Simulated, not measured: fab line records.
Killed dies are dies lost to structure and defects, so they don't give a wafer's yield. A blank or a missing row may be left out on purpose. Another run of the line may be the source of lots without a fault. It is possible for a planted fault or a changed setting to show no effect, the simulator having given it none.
Chamber matching | flow n5_finfet | 4 sister chambers for N5_BEOL_M8_STRIP_36 on rie_diel-06
The step strips in N2/H2. 8 wafers are shown with their chamber, then 8 later ones without.

## WAFERS WITH THEIR CHAMBER
wafer  | chamber | drypump_motor_current_A (A) | throttle_valve_pct (%)
L078.1 | 0       | 6.8                         | 23.2
L082.1 | 1       | 5.7                         | 24.1
L082.2 | 3       | 4.9                         | 24.1
L082.3 | 0       | 6.8                         | 23.3
L082.4 | 2       | 5.9                         | 23.4
L082.5 | 3       | 4.9                         | 24.1
L082.6 | 2       | 5.9                         | 23.4
L084.3 | 1       | 5.8                         | 24.1

## WAFERS WHOSE CHAMBER IS MISSING
wafer  | drypump_motor_current_A (A) | throttle_valve_pct (%)
L084.5 | 5.7                         | 24.1
L084.6 | 5.9                         | 23.4
L091.4 | 5.9                         | 23.4
L091.5 | 4.9                         | 24.1
L091.6 | 5.9                         | 23.4
L096.2 | 6.8                         | 23.3
L096.3 | 5.9                         | 23.4
L096.6 | 6.8                         | 23.3

## CHAMBER TAKEN BY EACH
wafer  | from the rows above | in truth
L084.5 | 1                   | 1
L084.6 | 2                   | 2
L091.4 | 2                   | 2
L091.5 | 3                   | 3
L091.6 | 2                   | 2
L096.2 | 0                   | 0
L096.3 | 2                   | 2
L096.6 | 0                   | 0
Correctly placed: 8 of 8. Not placeable from these rows: 0. Number placed wrongly: 0.
How it was worked out, from the rows above alone: a wafer's distance from a chamber is the root of the sum, over the readings, of the square of ((its reading less the chamber's mean) divided by the reading's scatter). The wafer belongs to the nearest chamber; if the next one is less than 2 further off, it can't be placed. Each chamber's mean is taken over the wafers shown for it. How the scatter is found: for the shown wafers, subtract from each reading the mean of its chamber, square and add these, divide the total by (wafers less chambers), then take the root.
